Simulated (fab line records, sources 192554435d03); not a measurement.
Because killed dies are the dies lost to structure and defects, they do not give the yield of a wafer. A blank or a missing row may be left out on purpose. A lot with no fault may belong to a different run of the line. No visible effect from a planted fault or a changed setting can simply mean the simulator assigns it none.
fab line records	flow n5Finfet
record lots=9	wafers=26	lastDay=17
route steps=1938 shown MOL_CONTACT_COAG@529 BEOL_M4@1111
lots untouched by any fault: they come from a run of this same line in which no faults occurred
startH: the number of hours between the record's first day and the start of the first shown wafer of the lot	waitH: hours since the lot's step before	" the same as in the row above	L1.1+2: a row that stands for several wafers	- no value, or no start was given	* or withheld: withheld	< > ~ a bound
route shown NAME@n: NAME is a module with steps in the file, n the number in the route of the first one	usual: average and standard deviation across the fault-free wafers	same: alike in all rows	chamber/n: place in a boat	sites: readings site by site	_std_site: the values' standard deviation	_edge_site: mean of outer sites minus mean of inner sites	radiusMm: how far each site lies from the wafer's centre	mask NAME#n: copy n	behind: the tool/chamber that last shaped the wafer	hold: reason for holding the lot/hours on hold/outcome of the hold	device: names the non-switching transistor (n, p or np)	end of line: the tests these same wafers got at the end of their route	a step with no rows: only its recipe	killed: at the first sort, the dies lost to defects and structure; wafer yield is something else	map: a wafer's dies, marking killed ones x, the rest . and places with no die _
set.NAME: setting as actually run; set.NAME@STEP: the setting as run at that earlier step	model.NAME: the simulator's own value behind a step, which no gauge read
one table for each step of the route and one row for each wafer, over a sample of lots
services: the hour from which a tool's chamber was out of use, counted from the record's first day as startH (under 0 if before that day), plus the number of hours and why
## steps
# step N5_MOL_CONTACT_COAG_DESCUM_13
# recipe chemistry=O2	timeS=7	sourcePowerW=50	biasPowerW=20	pressureMtorr=20	rfFrequencyHz=2.712e+07	tempC=40	resist=CAR-EUV	o2FlowSccm=225
# usual drypumpMotorCurrentA=5.6/0.43	oesProductAu=0.77/0.088	rfVppV=243.1/1.3	showerheadPlenumPTorr=2.09/0.073	throttleValvePct=20.39/0.2
lot.wafer	tool	chamber	startH	waitH	drypumpMotorCurrentA	oesProductAu	rfHoursCounterH	rfVppV	showerheadPlenumPTorr	throttleValvePct
L847.1	rieDiel-03	1	101.22	0.1	5.3	0.67	243	244.4	2.17	20.94
L847.3	"	3	"	"	5.6	0.98	9	242.7	2.05	20.26
L847.6	"	0	"	"	6.1	0.84	-	243.5	2.04	20.50
L849.2	rieDiel-06	2	108.03	0.0	5.7	0.69	231	241.3	1.98	20.45
L849.3	"	1	"	"	5.4	0.79	109	244.1	2.09	20.08
L849.5	"	3	"	"	6.5	0.74	-	241.7	2.00	20.29
L850.1	rieDiel-05	3	114.03	0.1	5.2	0.68	246	243.6	2.05	20.75
L850.2	"	1	"	"	5.2	0.74	163	241.9	2.09	20.42
L850.5	"	1	"	"	5.2	0.75	-	243.2	2.09	20.40
L857.1	rieDiel-06	0	157.65	0.3	5.0	0.71	226	243.7	2.18	20.77
L857.2	"	1	"	"	5.4	0.77	128	244.1	2.09	20.10
L857.3	"	3	"	"	6.4	0.72	189	240.3	1.99	20.34
L859.1	rieDiel-06	0	168.09	0.2	5.1	0.70	230	243.9	2.18	20.78
L859.5	"	0	"	"	5.0	0.70	-	242.1	2.18	20.79
L859.6	"	1	"	"	5.4	0.77	-	243.9	2.09	20.12
L860.2	rieDiel-05	1	173.35	0.1	5.2	0.72	186	243.0	2.08	20.43
L860.3	"	3	"	"	5.2	0.93	-	243.0	2.05	20.47
L860.5	"	3	"	"	5.2	0.93	-	242.9	2.05	20.48
L861.2	rieDiel-05	3	181.40	0.0	5.2	0.92	15	242.6	2.05	20.49
L861.6	"	0	"	"	5.7	0.71	-	243.9	2.07	20.48
L868.1	rieDiel-05	1	221.85	0.0	5.2	0.71	202	244.5	2.07	20.48
L868.2	"	3	"	"	5.2	0.89	30	242.3	2.04	20.51
L868.5	"	3	"	"	5.2	0.89	-	241.9	2.04	20.50
L869.1	rieDiel-06	1	225.85	0.0	5.4	0.75	153	242.1	2.08	20.14
L869.2	"	2	"	"	5.7	0.92	14	245.5	2.23	20.20
L869.5	"	1	"	"	5.4	0.75	-	244.4	2.08	20.15
# step N5_MOL_CONTACT_COAG_CO_FILL_22
# recipe material=Co	targetThkA=200	tempC=200	precursor=CCTBA/H2	pressureTorr=30
# usual heaterPowerW=233/9.7
lot.wafer	tool	chamber	startH	waitH	heaterPowerW
L847.1	cvdCo-01	2	103.65	0.1	213
L847.3	"	1	"	"	220
L847.6	"	0	"	"	241
L849.2	cvdCo-02	0	110.35	0.1	232
L849.3	"	2	"	"	236
L849.5	"	0	"	"	233
L850.1	cvdCo-01	1	116.84	0.1	224
L850.2	"	2	"	"	223
L850.5	"	0	"	"	241
L857.1	cvdCo-02	1	161.08	0.1	223
L857.2	"	0	"	"	236
L857.3	"	2	"	"	241
L859.1	cvdCo-02	0	171.54	0.1	236
L859.5	"	0	"	"	234
L859.6	"	2	"	"	235
L860.2	cvdCo-02	1	175.68	0.2	227
L860.3	"	0	"	"	235
L860.5	"	0	"	"	236
L861.2	cvdCo-02	2	183.53	0.1	239
L861.6	"	1	"	"	224
L868.1	cvdCo-02	2	224.08	0.1	239
L868.2	"	1	"	"	220
L868.5	"	1	"	"	226
L869.1	cvdCo-01	0	228.43	0.1	242
L869.2	"	1	"	"	230
L869.5	"	2	"	"	217
# step N5_MOL_CONTACT_COAG_ETCH_89
# recipe chemistry=N2/H2	target=underlayer	targetDepthA=130	maskMaterial=CAR-EUV	timeS=10.4	ionEnergyEv=200	pressureMtorr=30	sourceW=840	biasW=150	n2FlowSccm=200	h2FlowSccm=200	ends=cleared
# usual biasW=150.0/0.46	drypumpMotorCurrentA=5.6/0.42	etchRfOnTimeS=10.31/0.27	oesProductAu=0.66/0.075	rfVppV=523.5/2.4	showerheadPlenumPTorr=2.52/0.082	throttleValvePct=17.77/0.21
lot.wafer	tool	chamber	startH	waitH	biasW	drypumpMotorCurrentA	etchRfOnTimeS	oesProductAu	rfHoursCounterH	rfVppV	showerheadPlenumPTorr	throttleValvePct
L847.1	rieDiel-06	3	109.92	0.0	150.3	6.4	10.37	0.63	170	518.6	2.42	17.71
L847.3	"	0	"	"	150.7	5.1	10.57	0.61	207	526.2	2.62	18.02
L847.6	"	2	"	"	149.5	5.7	10.79	0.58	-	519.6	2.41	17.86
L849.2	rieDiel-06	2	116.91	0.0	150.4	5.7	10.71	0.58	234	519.0	2.41	17.88
L849.3	"	0	"	"	149.8	5.1	10.68	0.61	209	525.3	2.62	18.03
L849.5	"	1	"	"	150.0	5.4	10.39	0.68	-	524.6	2.55	17.40
L850.1	rieDiel-05	0	122.81	0.0	150.7	5.7	10.27	0.63	175	522.2	2.53	17.84
L850.2	"	3	"	"	150.2	5.2	10.01	0.59	248	523.9	2.50	18.24
L850.5	"	1	"	"	150.6	5.2	10.50	0.63	-	522.3	2.54	17.92
L857.1	rieDiel-03	2	167.35	0.0	150.3	6.2	9.92	0.64	165	520.6	2.44	18.01
L857.2	"	1	"	"	150.3	5.3	9.75	0.87	3	525.7	2.61	17.89
L857.3	"	3	"	"	149.9	5.6	10.27	0.76	37	522.1	2.49	17.74
L859.1	rieDiel-06	1	180.45	0.0	151.7	5.4	10.17	0.66	139	525.6	2.54	17.45
L859.5	"	1	"	"	151.3	5.4	10.11	0.66	-	525.4	2.54	17.43
L859.6	"	3	"	"	150.7	6.4	10.30	0.61	-	519.7	2.41	17.79
L860.2	rieDiel-06	2	185.10	0.0	150.8	5.7	10.73	0.83	1	528.6	2.72	17.53
L860.3	"	3	"	"	150.4	6.4	10.32	0.61	202	520.6	2.41	17.78
L860.5	"	0	"	"	150.2	5.0	10.83	0.58	-	526.5	2.61	18.07
L861.2	rieDiel-05	1	190.18	0.0	150.1	5.2	10.41	0.62	192	522.5	2.52	17.96
L861.6	"	2	"	"	150.4	5.7	10.31	0.64	-	526.4	2.62	17.52
L868.1	rieDiel-03	2	232.21	0.0	150.1	6.2	9.92	0.63	191	520.6	2.43	18.05
L868.2	"	0	"	"	150.5	6.1	10.07	0.69	120	521.7	2.44	17.75
L868.5	"	2	"	"	150.3	6.2	10.03	0.63	-	521.0	2.43	18.04
L869.1	rieDiel-06	1	235.73	0.0	149.6	5.4	10.21	0.65	158	523.1	2.53	17.47
L869.2	"	3	"	"	150.6	6.5	10.45	0.60	221	521.7	2.40	17.81
L869.5	"	1	"	"	149.9	5.4	10.14	0.65	-	524.4	2.53	17.48
# step N5_MOL_CONTACT_COAG_ALD_131
# recipe material=SiO2	targetThkA=50	tempC=100	aldPrecursorFamily=BDEAS	aldCoReactant=O2-plasma	pulseTimeS=1	coReactantPulseTimeS=1	purgeTimeS=2	coReactantPurgeTimeS=2	aldCycles=35	pressureTorr=2
# usual aldCycles=35/0	heaterPowerW=73/6.8	precursorPulseHeightRel=1.003/0.019
lot.wafer	tool	chamber	startH	waitH	aldCycles	heaterPowerW	precursorPulseHeightRel
L847.1	aldSin-04	2	110.02	0.1	35	59	0.995
L847.3	"	3	"	"	35	78	1.010
L847.6	"	0	"	"	35	66	0.997
L849.2	aldSin-01	3	117.01	0.1	35	81	1.018
L849.3	"	1	"	"	35	71	1.035
L849.5	"	1	"	"	35	73	1.020
L850.1	aldSin-04	0	122.92	0.1	35	66	0.994
L850.2	"	2	"	"	35	60	1.003
L850.5	"	0	"	"	35	67	1.036
L857.1	aldSin-01	2	167.45	0.1	35	79	1.020
L857.2	"	3	"	"	35	81	1.014
L857.3	"	1	"	"	35	72	1.013
L859.1	aldSin-04	0	181.86	1.4	35	67	0.998
L859.5	"	2	"	"	35	59	1.043
L859.6	"	1	"	"	35	75	1.005
L860.2	aldSin-01	3	185.20	0.1	35	82	1.017
L860.3	"	0	"	"	33	74	1.001
L860.5	"	2	"	"	35	77	1.023
L861.2	aldSin-01	3	191.13	0.9	35	81	0.984
L861.6	"	3	"	"	33	80	1.009
L868.1	aldSin-04	3	232.31	0.1	35	78	1.005
L868.2	"	2	"	"	35	61	1.003
L868.5	"	3	"	"	35	78	1.017
L869.1	aldSin-04	2	235.92	0.1	35	59	1.001
L869.2	"	0	"	"	35	66	1.002
L869.5	"	0	"	"	35	69	1.003
# step N5_BEOL_M4_RC_MEAS_101
# usual DIBL_N=35.8/1.8	DIBL_P=35.6/2	IOFF_N=0.148/0.028	IOFF_P=0.20/0.034	ION_N=672/12	ION_P=462/8.5	SS_N=71.2/0.65	SS_P=73.1/0.67	VT_N=251/3.3	VT_P=-251/3.8
lot.wafer	tool	chamber	startH	waitH	DIBL_N[mV/V]	DIBL_P[mV/V]	IOFF_N[nA/um]	IOFF_P[nA/um]	ION_N[uA/um]	ION_P[uA/um]	SS_N[mV/dec]	SS_P[mV/dec]	VT_N[mV]	VT_P[mV]
L847.1	prober-01	0	170.97	0.0	37.7	38.6	0.156	0.22	647	451	72.1	73.9	252	-247
L847.3	"	0	"	"	36.9	36.7	0.151	0.20	672	461	70.9	72.5	252	-248
L847.6	"	0	"	"	36.8	37.4	0.145	0.21	674	464	70.4	73.5	250	-248
L849.2	prober-01	0	192.61	0.2	36.3	34.1	0.138	0.20	662	464	71.5	73.2	253	-248
L849.3	"	0	"	"	36.9	34.5	0.141	0.21	675	469	70.9	73.8	253	-248
L849.5	"	0	"	"	38.3	36.7	0.175	0.24	677	468	71.1	73.7	247	-248
L850.1	prober-01	0	199.23	0.0	36.3	37.7	0.161	0.19	686	464	71.5	72.9	250	-256
L850.2	"	0	"	"	35.4	38.2	0.152	0.20	674	463	71.5	72.6	252	-254
L850.5	"	0	"	"	36.7	37.9	0.165	0.19	671	461	71.0	73.1	250	-256
L857.1	prober-01	0	231.54	0.0	35.1	34.7	0.135	0.18	666	458	71.8	71.9	252	-251
L857.2	"	0	"	"	35.3	35.3	0.146	0.18	673	456	71.5	72.5	249	-251
L857.3	"	0	"	"	34.7	34.5	0.150	0.18	697	468	70.6	72.7	248	-251
L860.2	prober-01	0	244.85	0.2	34.9	35.3	0.141	0.21	672	466	71.2	72.7	251	-248
L860.3	"	0	"	"	34.6	34.7	0.142	0.21	671	473	70.9	72.8	252	-251
L860.5	"	0	"	"	34.2	35.1	0.134	0.21	673	463	70.0	72.3	249	-251
L859.1	prober-02	0	247.13	0.0	39.7	38.6	0.244	0.31	677	467	73.2	74.3	245	-242
L859.5	"	0	"	"	36.7	35.2	0.162	0.25	668	468	72.6	73.2	252	-243
L859.6	"	0	"	"	38.2	37.0	0.192	0.27	669	459	72.4	74.0	248	-248
L861.2	prober-02	0	262.13	0.2	32.9	33.5	0.126	0.21	676	472	70.3	73.4	251	-248
L861.6	"	0	"	"	34.3	34.1	0.139	0.22	684	471	71.1	73.3	252	-244
L868.1	prober-02	0	306.87	0.0	35.8	35.0	0.147	0.19	677	463	71.3	72.4	250	-248
L868.2	"	0	"	"	38.4	37.4	0.197	0.24	691	478	71.6	72.5	246	-247
L868.5	"	0	"	"	35.3	33.1	0.138	0.18	682	464	71.0	71.9	254	-250
L869.1	prober-02	0	310.71	0.0	34.5	34.1	0.145	0.19	673	471	70.7	72.4	249	-249
L869.2	"	0	"	"	35.1	35.6	0.163	0.21	687	470	70.5	72.9	246	-247
L869.5	"	0	"	"	35.3	35.2	0.164	0.21	692	469	70.9	72.9	247	-247
## services
tool	chamber	startH	hours	kind
rieDiel-06	3	94.68	12.9	repair
cvdCo-02	-	114.65	2.8	pm
rieDiel-03	1	121.14	-	clean
rieDiel-03	1	121.14	-	consumableReplace:focusRing
rieDiel-05	3	128.67	-	clean
rieDiel-05	3	128.67	-	consumableReplace:focusRing
rieDiel-05	3	128.67	11.6	scheduledDown
rieDiel-05	3	128.67	11.6	ventCycle
cvdCo-01	2	143.50	16.4	repair
rieDiel-06	2	158.01	-	clean
rieDiel-06	2	158.01	-	consumableReplace:focusRing
rieDiel-06	2	158.01	-	consumableReplace:showerhead
rieDiel-06	2	158.01	24.5	scheduledDown
rieDiel-06	2	158.01	24.5	ventCycle
cvdCo-01	-	164.81	14.6	pm
rieDiel-05	2	169.34	16.3	repair
rieDiel-05	0	170.33	5.8	repair
aldSin-01	1	173.81	11.8	repair
cvdCo-01	-	212.47	5.0	repair
rieDiel-06	0	219.61	-	clean
rieDiel-06	0	219.61	-	consumableReplace:focusRing
rieDiel-06	0	219.61	23.5	scheduledDown
rieDiel-06	0	219.61	23.5	ventCycle
rieDiel-03	0	223.19	7.0	repair
## key
firstSign step=N5_MOL_CONTACT_COAG_ALD_131	reading=aldCycles	direction=down	sigmas=99+	usual=*	struck=*
effect none on later readings
metAt N5_MOL_CONTACT_COAG_ALD_131
struckLots L860,L861
struckWafers L860.3,L861.6
notActingAt N5_MOL_CONTACT_COAG_DESCUM_13,N5_MOL_CONTACT_COAG_CO_FILL_22,N5_MOL_CONTACT_COAG_ETCH_89
onsetBetween 167.45 185.20
fault kind=processParameterDrift	tool=aldSin-01	chamber=-	onsetH=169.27	steps=N5_MOL_CONTACT_COAG_ALD_131	channel=aldCycles	offset=*	shape=step	endH=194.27	scope=struckWafersOnly	actsIn=*	stated=*
